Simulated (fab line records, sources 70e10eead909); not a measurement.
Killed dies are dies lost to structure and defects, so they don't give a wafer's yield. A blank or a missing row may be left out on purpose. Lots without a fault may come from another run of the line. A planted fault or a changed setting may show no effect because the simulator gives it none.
Which tool did it? | flow nand_harc | 14 lots, 41 wafers sampled, at 5 steps of a route of 1159

WHAT THE GAUGES READ, wafer by wafer
NHARC_END_SORT_01.
lot  | measured     | on        | killed_at_array | killed_at_other | killed_at_periphery | killed_dies | killed_open | killed_short
L929 | day 23 10:12 | prober-01 | 37 16 668       | 0 1 0           | 0 7 1               | 37 24 669   | 4 3 3       | 2 1 3
L928 | day 24 01:52 | prober-01 | 32 664 22       | 0 0 0           | 4 2 6               | 36 666 28   | 8 3 7       | 2 1 2

WHICH TOOL RAN EACH LOT (tool, then ch and the chambers of the sampled wafers, then the start)
lot  | NHARC_A_STAIRCASE_ETCH_253         | NHARC_A_STAIRCASE_STRIP_254          | NHARC_A_STAIRCASE_HM_DEP_456  | NHARC_A_STAIRCASE_ALD_415
L918 | rie_diel-13 ch 2,3, day 11 08:14   | plasma_asher-01 ch 0,1, day 11 08:22 | acl_dep-03 ch 0, day 11 09:08 | ald_hk-04 ch 2,3, day 11 20:30
L919 | rie_diel-13 ch 0,1,2, day 11 08:35 | plasma_asher-01 ch 0,1, day 11 08:40 | acl_dep-01 ch 0, day 11 09:47 | ald_hk-02 ch 1,2,3, day 11 21:56
L920 | rie_diel-13 ch 0,1,2, day 11 19:29 | plasma_asher-02 ch 0,1, day 11 19:34 | acl_dep-01 ch 0, day 11 20:23 | ald_hk-04 ch 0,2, day 12 06:51
L921 | rie_diel-01 ch 0,2,3, day 11 20:02 | plasma_asher-02 ch 0,1, day 11 20:07 | acl_dep-02 ch 0, day 11 20:56 | ald_hk-02 ch 0,1,2, day 12 07:52
L922 | rie_diel-06 ch 0,2,3, day 12 09:39 | plasma_asher-02 ch 0, day 12 09:44   | acl_dep-01 ch 0, day 12 10:32 | ald_hk-04 ch 0,1,3, day 13 00:43
L923 | rie_diel-06 ch 0,1,3, day 12 10:09 | plasma_asher-01 ch 0,1, day 12 10:17 | acl_dep-02 ch 0, day 12 11:03 | ald_hk-02 ch 1,2, day 12 20:52
L925 | rie_diel-01 ch 0,1,2, day 13 01:29 | plasma_asher-02 ch 0,1, day 13 01:35 | acl_dep-02 ch 0, day 13 03:41 | ald_hk-02 ch 0,2,3, day 13 16:04
L927 | rie_diel-01 ch 3, day 13 16:59     | plasma_asher-01 ch 1, day 13 17:08   | acl_dep-02 ch 0, day 13 23:06 | ald_hk-04 ch 2,3, day 14 12:34
L929 | rie_diel-06 ch 1,2,3, day 14 03:05 | plasma_asher-02 ch 0,1, day 14 03:16 | acl_dep-01 ch 0, day 14 06:49 | ald_hk-04 ch 0,1,3, day 14 17:32
L928 | rie_diel-13 ch 0,1,3, day 14 04:16 | plasma_asher-01 ch 0,1, day 14 04:29 | acl_dep-02 ch 0, day 14 08:30 | ald_hk-04 ch 1,2,3, day 14 20:20
L935 | rie_diel-06 ch 0,1,2, day 15 11:48 | plasma_asher-01 ch 0,1, day 15 11:53 | acl_dep-02 ch 0, day 15 12:42 | ald_hk-01 ch 0,2,3, day 16 01:46
L939 | rie_diel-01 ch 0,2, day 16 11:52   | plasma_asher-02 ch 0,1, day 16 12:00 | acl_dep-01 ch 0, day 16 14:46 | ald_hk-02 ch 0,3, day 17 02:13
L940 | rie_diel-13 ch 0,3, day 16 19:53   | plasma_asher-02 ch 0,1, day 16 19:58 | acl_dep-01 ch 0, day 16 23:24 | ald_hk-02 ch 1,3, day 17 09:17
L941 | rie_diel-13 ch 0,2, day 17 09:29   | plasma_asher-02 ch 0, day 17 09:37   | acl_dep-03 ch 0, day 17 11:10 | ald_hk-02 ch 0,1,3, day 17 21:14
- NHARC_A_STAIRCASE_ETCH_253: etches the open film in C4F8/O2, target depth 50 nm, time 20.2 s.
- NHARC_A_STAIRCASE_STRIP_254: strips in O2.
- NHARC_A_STAIRCASE_HM_DEP_456: deposits aC, target thk 1500 nm.
- NHARC_A_STAIRCASE_ALD_415: deposits SiO2, target thk 30 nm, pulse time 6 s, ald cycles 300.

WHAT THE TOOLS THEMSELVES READ (means of the sampled wafers that have a number; where no wafer has one, the mark that the record gives instead)
NHARC_A_STAIRCASE_ETCH_253.
lot  | tool        | oes_product_au (a.u.) | rf_vpp_V (V)
L918 | rie_diel-13 | 0.948                 | 888
L919 | rie_diel-13 | 0.950                 | 892
L920 | rie_diel-13 | 0.962                 | 892
L921 | rie_diel-01 | 0.968                 | 893
L922 | rie_diel-06 | 0.945                 | 895
L923 | rie_diel-06 | 0.949                 | 896
L925 | rie_diel-01 | 0.963                 | 890
L927 | rie_diel-01 | 0.971                 | 896
L929 | rie_diel-06 | 0.968                 | 896
L928 | rie_diel-13 | 0.920                 | 891
L935 | rie_diel-06 | 0.917                 | 899
L939 | rie_diel-01 | 0.961                 | 891
L940 | rie_diel-13 | 0.941                 | 894
L941 | rie_diel-13 | 0.977                 | 902

NHARC_A_STAIRCASE_STRIP_254.
lot  | tool            | drypump_motor_current_A (A) | heater_power_w (W) | temp_c (C)
L918 | plasma_asher-01 | 5.12                        | 370                | 249.90
L919 | plasma_asher-01 | 5.11                        | 385                | 250.29
L920 | plasma_asher-02 | 5.63                        | 306                | 250.03
L921 | plasma_asher-02 | 5.65                        | 303                | 249.99
L922 | plasma_asher-02 | 5.60                        | 294                | 249.85
L923 | plasma_asher-01 | 5.12                        | 380                | 249.76
L925 | plasma_asher-02 | 5.65                        | 306                | 250.06
L927 | plasma_asher-01 | 5.13                        | 368                | 250.13
L929 | plasma_asher-02 | 5.64                        | 306                | 249.97
L928 | plasma_asher-01 | 5.12                        | 359                | 250.02
L935 | plasma_asher-01 | 5.10                        | 362                | 249.79
L939 | plasma_asher-02 | 5.66                        | 305                | 249.89
L940 | plasma_asher-02 | 5.64                        | 305                | 250.28
L941 | plasma_asher-02 | 5.57                        | 297                | 249.95

NHARC_A_STAIRCASE_HM_DEP_456.
lot  | tool       | throttle_valve_pct (%)
L918 | acl_dep-03 | 34.997
L919 | acl_dep-01 | 34.999
L920 | acl_dep-01 | 35.002
L921 | acl_dep-02 | 35.001
L922 | acl_dep-01 | 35.010
L923 | acl_dep-02 | 35.002
L925 | acl_dep-02 | 35.008
L927 | acl_dep-02 | 34.996
L929 | acl_dep-01 | 35.001
L928 | acl_dep-02 | 34.997
L935 | acl_dep-02 | 34.995
L939 | acl_dep-01 | 35.007
L940 | acl_dep-01 | 35.010
L941 | acl_dep-03 | 34.998

NHARC_A_STAIRCASE_ALD_415.
lot  | tool      | heater_power_w (W) | precursor_pulse_height_rel
L918 | ald_hk-04 | 440                | 1.008
L919 | ald_hk-02 | 463                | 1.003
L920 | ald_hk-04 | 458                | 1.006
L921 | ald_hk-02 | 461                | 0.996
L922 | ald_hk-04 | 455                | 1.003
L923 | ald_hk-02 | 442                | 1.022
L925 | ald_hk-02 | 481                | 1.000
L927 | ald_hk-04 | 438                | 1.016
L929 | ald_hk-04 | 460                | 1.004
L928 | ald_hk-04 | 437                | 1.004
L935 | ald_hk-01 | 458                | 1.001
L939 | ald_hk-02 | 503                | 0.993
L940 | ald_hk-02 | 462                | 0.993
L941 | ald_hk-02 | 477                | 0.978

THE ANSWER, worked out from the rows above alone
Rule: what is usual is taken from the lots themselves. Put in order of their means at a reading, lots are off if they are a third of the lots or fewer, leave a main group of 4 or more, and stand apart from it by a gap of 3 or more times the standard deviation of the main group's means; of several such gaps the widest counts. A main group whose means are all the same, to the digits that the tables above print for the reading, isn't used. A lot without any number at a reading at which 4 lots or more have one is off too. The other lots that the step has rows for count as sound. The gauges are gone through in route order, then the tools' own readings, and for those a lot's mean is taken as printed above. The first step at which some lot is off is used, and at that step the reading that is off furthest; a lot without a number counts as furthest.
No lot is off at any reading shown: from this, nothing can be told.

WHAT THE SIMULATOR HAD PUT IN
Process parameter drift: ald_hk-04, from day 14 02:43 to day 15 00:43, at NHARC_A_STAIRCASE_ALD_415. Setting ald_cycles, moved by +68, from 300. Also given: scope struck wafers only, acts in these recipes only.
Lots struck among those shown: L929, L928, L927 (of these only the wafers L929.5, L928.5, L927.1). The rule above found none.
